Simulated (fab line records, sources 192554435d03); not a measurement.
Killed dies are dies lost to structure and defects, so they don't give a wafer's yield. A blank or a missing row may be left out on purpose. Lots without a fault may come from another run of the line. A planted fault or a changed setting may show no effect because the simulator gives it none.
Split-lot experiment | flow n5_finfet | 7 lots, 21 wafers read, on a route of 1938 steps

THE SPLIT
At N5_BEOL_M14_DEP_53 (deposits SiCN from 3MS/NH3, target thk 50 nm, time 17.8 s), the setting time_s was moved away from the recipe's 17.8 s on 5 of the 21 wafers read, by -13.3% to +9.6%. The other wafers ran this setting at the recipe's value.

The reading is taken at the split's own step.

THE READING
SiCN_of_BEOL_M14_DEP_53.thk_nm (the simulator's own value, which no gauge read), in nm, at N5_BEOL_M14_DEP_53 (deposits SiCN from 3MS/NH3, target thk 50 nm, time 17.8 s). The file gives no usual value for it. The 16 wafers here that ran the recipe average 50.2 nm, standard deviation 0.56 nm.

wafer  | tool, chamber at the split | time_s as run, s | against the recipe | SiCN_of_BEOL_M14_DEP_53.thk_nm, nm | against lot-mates on the recipe
L074.1 | pecvd-03, 2                | 17.8             | recipe             | 50.2                               | -
L074.2 | pecvd-03, 0                | 17.8             | recipe             | 49.4                               | -
L074.4 | pecvd-03, 1                | 19.48            | +9.4%              | 55.6                               | +5.8
L075.4 | pecvd-03, 1                | 17.8             | recipe             | 50.6                               | -
L075.5 | pecvd-03, 2                | 17.8             | recipe             | 50                                 | -
L075.6 | pecvd-03, 0                | 17.8             | recipe             | 49.8                               | -
L078.1 | pecvd-01, 1,2              | 17.8             | recipe             | 50.4                               | -
L078.3 | pecvd-01, 1,2              | 17.8             | recipe             | 50.4                               | -
L078.6 | pecvd-01, 1                | 17.8             | recipe             | 51                                 | -
L081.3 | pecvd-03, 1                | 15.43            | -13.3%             | 43.4                               | -7.6
L081.4 | pecvd-03, 0                | 17.8             | recipe             | 51.2                               | -
L081.5 | pecvd-03, 2                | 17.8             | recipe             | 50.8                               | -
L089.2 | pecvd-03, 0                | 17.8             | recipe             | 50                                 | -
L089.5 | pecvd-03, 0                | 17               | -4.5%              | 47.6                               | -2.9
L089.6 | pecvd-03, 2                | 17.8             | recipe             | 51                                 | -
L090.1 | pecvd-03, 2                | 17.8             | recipe             | 49.6                               | -
L090.2 | pecvd-03, 1                | 18.61            | +4.6%              | 51.8                               | +2.1
L090.4 | pecvd-03, 2                | 17.8             | recipe             | 49.8                               | -
L091.1 | pecvd-02, 1                | 17.8             | recipe             | 49.4                               | -
L091.3 | pecvd-02, 0                | 17.8             | recipe             | 50                                 | -
L091.5 | pecvd-02, 0                | 19.5             | +9.6%              | 55                                 | +5.3
Where a row lists several chambers, the file gives one row for several wafers and doesn't say which wafer went through which chamber.

THE FIT
A straight line over all 21 wafers: SiCN_of_BEOL_M14_DEP_53.thk_nm changes by +0.518 nm for each +1% of time_s; r = +0.97; the points scatter about the line by 0.56 nm.
The same after taking each lot's own level away (the mean of its wafers on the recipe; 21 wafers): +0.575 nm for each +1%; r = +0.99; scatter 0.34 nm.
On that fit, the largest move of time_s shifts the reading by 7.7 nm.
The lots' own levels span 49.70 to 51.00 nm, that is 2.3 times the standard deviation above.
So the lot-to-lot level changes the slope: the two fits differ.
Check: with one of the wafers moved furthest among these (-13.3%) left out of the fit, the line predicts -7.79 nm for it against its lot-mates. It came out at -7.6 nm against them.

OTHER SPLITS ON THESE WAFERS
These wafers also went through other splits before the reading. Each is held against what the fit with the lots' levels taken away leaves over:
other split on the same wafers | wafers away from the commonest value | r with SiCN_of_BEOL_M14_DEP_53.thk_nm (lot level and that fit taken away)
N5_BEOL_M14_EXPOSE_07 dose_mj  | 7                                    | -0.03

THE FILE'S OWN FIT
SiCN_of_BEOL_M14_DEP_53.thk_nm changes by +0.575 nm for each +1% of time_s, r = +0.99.
